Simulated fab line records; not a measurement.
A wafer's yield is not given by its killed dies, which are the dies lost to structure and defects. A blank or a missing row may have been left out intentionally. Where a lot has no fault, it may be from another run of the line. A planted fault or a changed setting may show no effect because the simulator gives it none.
fab line records -- flow nand-harc
record lots=5, wafers=15, last-day=32
route steps=1302 shown A_CHANNEL_HOLE_D1@465 END@1302
lots untouched by any fault: they come from a run of this same line in which no faults occurred
start-h: hours from the record's opening day to when the first of the lot's shown wafers began -- wait-h: hours since the lot's step before -- " same as the row above -- L1.1+2: one row covering several wafers at once -- - no value present, or no start provided -- * or withheld: withheld -- < > ~ a bound
route shown NAME@n: a module of which the file shows steps, and the number in the route of the first -- usual: mean and standard deviation over wafers with no fault -- same: alike in all rows -- chamber/n: place in a boat -- sites: readings site by site -- _std_site: the values' standard deviation -- _edge_site: inner sites' mean taken away from outer sites' mean -- radius-mm: for every site, how far away it sits from the centre of the wafer -- mask NAME#n: copy n -- behind: the last tool/chamber to shape the wafer -- hold: reason for holding the lot/hours on hold/outcome of the hold -- device: transistor that didn't switch, given as n, p or np -- end of line: the tests these same wafers got at the end of their route -- a step given without rows: its recipe and nothing more -- killed: at the first sort, the dies lost to defects and structure; wafer yield is something else -- map: per-die view of a wafer (x killed, . not killed, _ where there is no die)
set.NAME: the setting the step ran with; set.NAME@STEP: the setting that earlier step ran with -- model.NAME: the simulator's own value behind a step, which no gauge read
certain route steps with their lots: each step a table, each wafer a row
services: from which hour (start-h, from the record's first day; less than 0 if before it) a tool's chamber was out of use, for how many hours, and why
## steps
# step NHARC_A_CHANNEL_HOLE_D1_DESCUM_15
# recipe time-s=3, o2-flow-sccm=200, ar-flow-sccm=0, bias-power-w=0, chemistry=O2
# step NHARC_A_CHANNEL_HOLE_D1_ETCH_38
# recipe target-depth-a=390, over-etch-frac=0.3, time-s=65, ion-energy-ev=80, cf4-flow-sccm=150, ar-flow-sccm=0, rf-w=300, bias-w=100, chemistry=CF4
# step NHARC_A_CHANNEL_HOLE_D1_ETCH_39
# recipe target-depth-a=2600, over-etch-frac=0.3, time-s=325, ion-energy-ev=200, n2-flow-sccm=150, h2-flow-sccm=150, ar-flow-sccm=0, rf-w=400, bias-w=150, chemistry=N2/H2
# step NHARC_A_CHANNEL_HOLE_D1_ETCH_34
# recipe target-depth-a=1540, time-s=77, cf4-flow-sccm=100, chf3-flow-sccm=30, ar-flow-sccm=0, rf-w=500, bias-w=200, chemistry=CF4/CHF3
# step NHARC_A_CHANNEL_HOLE_D1_ETCH_16
# recipe target-depth-a=31000, over-etch-frac=0.3, time-s=806, ion-energy-ev=150, o2-flow-sccm=400, cos-flow-sccm=20, ar-flow-sccm=0, rf-w=500, bias-w=300, chemistry=O2/COS
# step NHARC_A_CHANNEL_HOLE_D1_ETCH_19
# recipe bias-v=1200, source-w=2500, pressure-mtorr=15, time-s=34.5, ar-flow-sccm=375, c4f8-flow-sccm=28.8, o2-flow-sccm=96.2, temp-c=-20, target-depth-a=*, chemistry=C4F8/O2/Ar
# step NHARC_A_CHANNEL_HOLE_D1_ETCH_20
# recipe bias-v=3000, source-w=withheld, pressure-mtorr=20, time-s=361.9, ar-flow-sccm=375, c4f8-flow-sccm=89.3, o2-flow-sccm=35.7, temp-c=-20, target-depth-a=16000, chemistry=C4F8/O2/Ar
# step NHARC_A_CHANNEL_HOLE_D1_ETCH_21
# recipe bias-v=3000, source-w=withheld, pressure-mtorr=20, time-s=514.3, ar-flow-sccm=375, c4f8-flow-sccm=89.3, o2-flow-sccm=35.7, temp-c=-20, target-depth-a=16000, chemistry=C4F8/O2/Ar
# step NHARC_A_CHANNEL_HOLE_D1_ETCH_22
# recipe bias-v=3000, source-w=withheld, pressure-mtorr=20, time-s=666.7, ar-flow-sccm=375, c4f8-flow-sccm=89.3, o2-flow-sccm=35.7, temp-c=-20, target-depth-a=16000, chemistry=C4F8/O2/Ar
# step NHARC_A_CHANNEL_HOLE_D1_ETCH_23
# recipe bias-v=5000, source-w=withheld, pressure-mtorr=20, time-s=819, ar-flow-sccm=375, c4f8-flow-sccm=89.3, o2-flow-sccm=35.7, temp-c=-20, target-depth-a=16000, chemistry=C4F8/O2/Ar
# step NHARC_A_CHANNEL_HOLE_D1_ETCH_24
# recipe bias-v=5000, source-w=withheld, pressure-mtorr=20, time-s=906.2, ar-flow-sccm=375, c4f8-flow-sccm=93.8, o2-flow-sccm=31.2, temp-c=-20, target-depth-a=15000, chemistry=C4F8/O2/Ar
# step NHARC_A_CHANNEL_HOLE_D1_ETCH_25
# recipe bias-v=5000, source-w=withheld, pressure-mtorr=20, time-s=1040.2, ar-flow-sccm=375, c4f8-flow-sccm=93.8, o2-flow-sccm=31.2, temp-c=-20, target-depth-a=15000, chemistry=C4F8/O2/Ar
# usual c4f8-flow-sccm=93.74/0.23, drypump-motor-current-A=6.0/0.7, showerhead-plenum-p-Torr=3.59/0.12, temp-c=-20.00/0.086, throttle-valve-pct=32.235/0.0099
lot.wafer,tool,chamber,start-h,wait-h,c4f8-flow-sccm,drypump-motor-current-A,rf-hours-counter-h,showerhead-plenum-p-Torr,temp-c,throttle-valve-pct
L184.2,har-etch-01,1,213.12,0.7,93.96,6.6,102,3.52,-19.99,32.242
L184.3,har-etch-01,0,213.12,0.7,93.80,5.9,-,3.72,-19.94,32.236
L184.5,har-etch-01,1,213.12,0.7,94.22,6.6,-,3.52,-20.04,32.236
L186.1,har-etch-01,1,229.32,0.6,93.65,6.6,114,3.51,-20.08,32.243
L186.2,har-etch-01,0,229.32,0.6,93.62,5.9,114,3.71,-20.10,32.249
L186.3,har-etch-01,1,229.32,0.6,93.75,6.5,-,3.51,-19.90,32.247
L187.1,har-etch-01,0,248.39,0.6,93.75,5.9,125,3.70,-19.87,32.237
L187.3,har-etch-01,0,248.39,0.6,94.05,5.9,-,3.70,-19.91,32.229
L187.6,har-etch-01,0,248.39,0.6,93.86,5.9,-,3.70,-19.95,32.225
L198.2,har-etch-02,0,358.53,0.7,93.52,6.7,392,3.45,-20.01,32.252
L198.4,har-etch-02,0,358.53,0.7,93.73,6.7,-,3.45,-19.93,32.217
L198.6,har-etch-02,1,358.53,0.7,93.40,4.9,-,3.71,-20.03,32.232
L202.2,har-etch-01,0,394.57,0.6,93.86,5.9,209,3.66,-20.12,32.228
L202.1,har-etch-01,1,394.57,0.6,94.07,6.6,209,3.46,-19.95,32.241
L202.3,har-etch-01,1,394.57,0.6,94.41,6.6,-,3.46,-20.04,32.240
# step NHARC_A_CHANNEL_HOLE_D1_ETCH_26
# recipe bias-v=300, source-w=2000, pressure-mtorr=30, time-s=224.1, ar-flow-sccm=375, c4f8-flow-sccm=11.4, o2-flow-sccm=113.6, temp-c=-20, target-depth-a=3000, chemistry=C4F8/O2/Ar
# step NHARC_A_CHANNEL_HOLE_D1_ETCH_33
# recipe bias-v=400, source-w=2000, pressure-mtorr=25, time-s=90, ar-flow-sccm=375, c4f8-flow-sccm=41.7, o2-flow-sccm=83.3, temp-c=-20, target-depth-a=4000, chemistry=C4F8/O2/Ar
# step NHARC_A_CHANNEL_HOLE_D1_STRIP_41
# recipe n2-flow-sccm=150, h2-flow-sccm=150, ar-flow-sccm=0, bias-w=0, chemistry=N2/H2
# step NHARC_A_CHANNEL_HOLE_D1_STRIP_42
# recipe cf4-flow-sccm=100, chf3-flow-sccm=30, ar-flow-sccm=0, bias-w=0, chemistry=CF4/CHF3
# step NHARC_A_CHANNEL_HOLE_D1_STRIP_43
# recipe o2-flow-sccm=400, cos-flow-sccm=20, ar-flow-sccm=0, bias-w=0, chemistry=O2/COS
# step NHARC_A_CHANNEL_HOLE_D1_ETCH_44
# recipe target-depth-a=1400, overetch-a=140, time-s=77, ion-energy-ev=100, cf4-flow-sccm=80, o2-flow-sccm=20, ar-flow-sccm=0, rf-w=300, bias-w=100, chemistry=CF4/O2
# usual cf4-flow-sccm=80.02/0.25, drypump-motor-current-A=5.79/0.27, oes-product-au=0.997/0.0083, rf-vpp-V=197.8/1.1, showerhead-plenum-p-Torr=1.33/0.042, throttle-valve-pct=13.398/0.0094
lot.wafer,tool,chamber,start-h,wait-h,cf4-flow-sccm,drypump-motor-current-A,oes-product-au,rf-hours-counter-h,rf-vpp-V,showerhead-plenum-p-Torr,throttle-valve-pct,model.A_CHANNEL_HOLE_D1.cd-nm
L184.3,rie-diel-13,3,214.82,0.1,80.37,5.63,0.989,5,197.0,1.32,13.406,87.22
L184.2,rie-diel-13,2,214.82,0.1,79.93,5.79,0.991,5,198.8,1.38,13.397,92.14
L184.5,rie-diel-13,1,214.82,0.1,80.08,5.56,1.013,-,196.1,1.29,13.397,91.45
L186.2,rie-diel-13,1,231.16,0.1,80.16,5.56,1.004,7,197.3,1.29,13.386,88.98
L186.3,rie-diel-13,2,231.16,0.1,80.15,5.80,1.015,7,198.9,1.38,13.392,91.84
L186.1,rie-diel-13,3,231.16,0.1,80.14,5.65,0.989,6,197.1,1.32,13.388,90.33
L187.3,rie-diel-13,0,250.22,0.1,80.18,5.95,0.996,4,197.8,1.37,13.398,90.33
L187.1,rie-diel-13,3,250.22,0.1,80.44,5.66,0.994,7,196.2,1.32,13.416,89.8
L187.6,rie-diel-13,1,250.22,0.1,80.27,5.58,1.003,-,197.3,1.29,13.402,91.14
L198.2,rie-diel-13,3,360.21,0.1,80.03,5.71,0.985,1,196.6,1.32,13.403,89.9
L198.4,rie-diel-13,0,360.21,0.1,80.06,5.93,0.992,1,199.3,1.37,13.385,90.72
L198.6,rie-diel-13,2,360.21,0.1,80.18,5.77,0.990,-,198.6,1.38,13.402,91.01
L202.1,rie-diel-13,0,396.39,0.1,80.37,5.93,0.991,3,198.5,1.37,13.383,92.94
L202.3,rie-diel-13,2,396.39,0.1,79.79,5.78,0.993,3,199.5,1.38,13.397,91.98
L202.2,rie-diel-13,3,396.39,0.1,79.93,5.68,0.992,3,195.9,1.32,13.390,89.05
# step NHARC_A_CHANNEL_HOLE_D1_STRIP_27
# recipe o2-flow-sccm=500, ar-flow-sccm=0, bias-w=0, chemistry=O2
# step NHARC_A_CHANNEL_HOLE_D1_PRECLEAN_28
# recipe time-s=*, temp-c=50, bath-age-min=0, chemistry=SC1
# step NHARC_A_CHANNEL_HOLE_D1_SRD_29
# step NHARC_A_CHANNEL_HOLE_D1_XSEM_31
# recipe landing-energy-ev=35000
# usual bot-cd-nm=75.0/1.4, bow-nm=8.60/0.22, tilt-deg=0.08/0.044
lot.wafer,tool,chamber,start-h,wait-h,bot-cd-nm,bow-nm,tilt-deg
L184.2,xsem-02,0,215.84,0.1,77.2,8.67,0.11
L184.3,xsem-02,0,215.84,0.1,73.2,8.70,0.11
L184.5,xsem-02,0,215.84,0.1,76.2,8.73,0.11
L184.2,xsem-02,0,-,-,75.9,-,0.04
L184.3,xsem-02,0,-,-,72.5,-,0.04
L184.5,xsem-02,0,-,-,75.8,-,0.04
L186.1,xsem-02,0,232.17,0.1,73.7,8.23,0.04
L186.2,xsem-02,0,232.17,0.1,72.3,8.17,0.04
L186.3,xsem-02,0,232.17,0.1,75.4,8.13,0.04
L186.1,xsem-02,0,-,-,75.1,-,0.05
L186.2,xsem-02,0,-,-,74.5,-,0.05
L186.3,xsem-02,0,-,-,76.4,-,0.05
L187.1,xsem-02,0,251.10,0.1,74.5,8.33,0.14
L187.3,xsem-02,0,251.10,0.1,75.6,8.38,0.14
L187.6,xsem-02,0,251.10,0.1,75.8,8.38,0.14
L187.1,xsem-02,0,-,-,74.4,-,0.14
L187.3,xsem-02,0,-,-,75.7,-,0.14
L187.6,xsem-02,0,-,-,76.7,-,0.14
L198.2,xsem-01,0,361.09,0.1,74.2,8.38,0.06
L198.4,xsem-01,0,361.09,0.1,74.4,8.46,0.06
L198.6,xsem-01,0,361.09,0.1,74.0,8.46,0.06
L202.1,xsem-02,0,397.32,0.1,77.4,8.40,0.09
L202.2,xsem-02,0,397.32,0.1,74.3,8.38,0.09
L202.3,xsem-02,0,397.32,0.1,77.3,8.46,0.09
# step NHARC_END_SORT_01
# recipe temp-c=25
# usual killed-at-array=51/17, killed-at-other=1.0/1.2, killed-at-periphery=3.4/2.5, killed-dies=56/17, killed-open=3.3/2.1, killed-short=2.6/1.6
# same gross-dies=677
lot.wafer,tool,chamber,start-h,wait-h,killed-at-array,killed-at-other,killed-at-periphery,killed-dies,killed-open,killed-short
L186.1,prober-02,0,591.01,2.5,40,1,6,47,2,3
L186.2,prober-02,0,591.80,2.8,29,1,12,42,11,5
L186.3,prober-02,0,592.60,3.1,21,1,3,25,1,1
# killed by level:class
L186.1 A_CHANNEL_HOLE_D2:chamber-film-flake=27 A_CHANNEL_FILL_D2:chamber-film-flake=3 A_WL_FILL:geometric-particle:short=2 P_GATE:chamber-film-flake=2 P_M1:chamber-film-flake=2 A_CHANNEL_HOLE_D1:chamber-film-flake=2 P_GATE:geometric-particle:short=1 A_DECK1_JOINT:geometric-particle:open=1
L186.2 A_CHANNEL_HOLE_D2:chamber-film-flake=10 P_GATE:geometric-particle:open=4 A_STAIRCASE:chamber-film-flake=4 A_ONON_D2:geometric-particle:open=2 A_WL_FILL:geometric-particle:short=2 P_ZERO_WELL:chamber-film-flake=2 P_M1:chamber-film-flake=2 A_CHANNEL_HOLE_D1:chamber-film-flake=2
L186.3 A_CHANNEL_HOLE_D2:chamber-film-flake=11 A_CHANNEL_HOLE_D1:chamber-film-flake=6 A_CHANNEL_HOLE_D1:geometric-particle:short=1 A_CHANNEL_FILL_D1:geometric-particle:open=1 P_ZERO_WELL:chamber-film-flake=1 P_GATE:chamber-film-flake=1 P_M1:chamber-film-flake=1 A_STAIRCASE:chamber-film-flake=1
## services
tool,chamber,start-h,hours,kind
rie-diel-13,0,198.50,-,clean
rie-diel-13,1,198.50,-,clean
rie-diel-13,2,198.50,-,clean
rie-diel-13,3,198.50,-,clean
rie-diel-13,0,204.94,32.9,repair
rie-diel-13,1,223.00,-,clean
rie-diel-13,2,223.00,-,clean
rie-diel-13,3,223.00,-,clean
rie-diel-13,0,247.50,-,clean
rie-diel-13,1,247.50,-,clean
rie-diel-13,2,247.50,-,clean
rie-diel-13,3,247.50,-,clean
rie-diel-13,0,272.00,-,clean
rie-diel-13,1,272.00,-,clean
rie-diel-13,2,272.00,-,clean
rie-diel-13,3,272.00,-,clean
rie-diel-13,1,280.76,4.2,repair
rie-diel-13,0,296.50,-,clean
rie-diel-13,-,314.57,3.4,repair
rie-diel-13,1,318.52,8.0,repair
rie-diel-13,-,342.00,9.0,pm
xsem-02,-,370.58,3.3,repair
xsem-01,-,374.00,14.0,pm
har-etch-02,-,378.80,17.0,pm
## key
first-sign step=NHARC_A_CHANNEL_HOLE_D1_XSEM_31, reading=visit, direction=added
effect none on later readings
model-effect step=NHARC_A_CHANNEL_HOLE_D1_ETCH_44, value=A_CHANNEL_HOLE_D1.cd-nm, without=91.46, struck=89.5
met-at NHARC_A_CHANNEL_HOLE_D1_ETCH_25
struck-wafers L184.3,L186.2,L187.1,L187.3,L187.6
tester-left-out L184,L186,L187
fault kind=process-parameter-drift, tool=har-etch-01, chamber=0, onset-h=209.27, steps=NHARC_A_CHANNEL_HOLE_D1_ETCH_25, channel=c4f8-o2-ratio, offset=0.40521, shape=step, end-h=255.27, acts-in=these-recipes-only, stated=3
# tester-left-out: of these lots the tester's yield and bins aren't shown, on N5 and GAA mostly nor the transistor test; their killed dies are dies lost to structure and defects alone, not to doping, threshold or leakage, so they don't give the yield
